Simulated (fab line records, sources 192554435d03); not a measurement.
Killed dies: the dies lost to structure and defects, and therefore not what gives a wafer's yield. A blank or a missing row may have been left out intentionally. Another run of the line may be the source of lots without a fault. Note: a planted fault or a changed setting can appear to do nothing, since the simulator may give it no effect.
Chamber matching | flow n5_finfet | 4 sister chambers for N5_BEOL_M2_DESCUM_16 on rie_diel-05
The step chemistry O2, time 7 s. 4 wafers are shown with their chamber, then 10 later ones without.

== WAFERS, EACH WITH ITS CHAMBER ==
wafer  | chamber | showerhead_plenum_p_Torr (Torr)
L085.4 | 1       | 2.16
L086.4 | 3       | 2.15
L088.4 | 2       | 2.21
L090.4 | 0       | 1.99

== WAFERS WHOSE CHAMBER IS MISSING ==
wafer  | showerhead_plenum_p_Torr (Torr)
L090.6 | 2.21
L095.2 | 2.14
L095.3 | 2.21
L095.4 | 2.15
L092.4 | 2.15
L092.5 | 2.14
L092.6 | 1.98
L097.1 | 1.98
L097.2 | 2.21
L097.3 | 2.14

== EACH ONE'S CHAMBER ==
wafer  | from the rows above     | in truth
L090.6 | 2                       | 2
L095.2 | can't be placed: 3 or 1 | 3
L095.3 | 2                       | 2
L095.4 | can't be placed: 3 or 1 | 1
L092.4 | can't be placed: 3 or 1 | 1
L092.5 | can't be placed: 3 or 1 | 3
L092.6 | 0                       | 0
L097.1 | 0                       | 0
L097.2 | 2                       | 2
L097.3 | can't be placed: 3 or 1 | 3
Correctly placed: 5 of 10. These rows do not allow placing 5 (true chamber among the candidates in 5). 0 placed wrongly.
How it was worked out, from the rows above alone: a wafer's distance from a chamber is the root of the sum, over the readings, of the square of ((its reading less the chamber's mean) divided by the reading's scatter). The wafer belongs to the nearest chamber; if the next one is less than 2 further off, it can't be placed. A chamber's mean is the mean of its shown wafers. The scatter (one wafer shown for each chamber): square how far every hidden wafer sits from the nearest shown wafer, average those squares and take the square root.
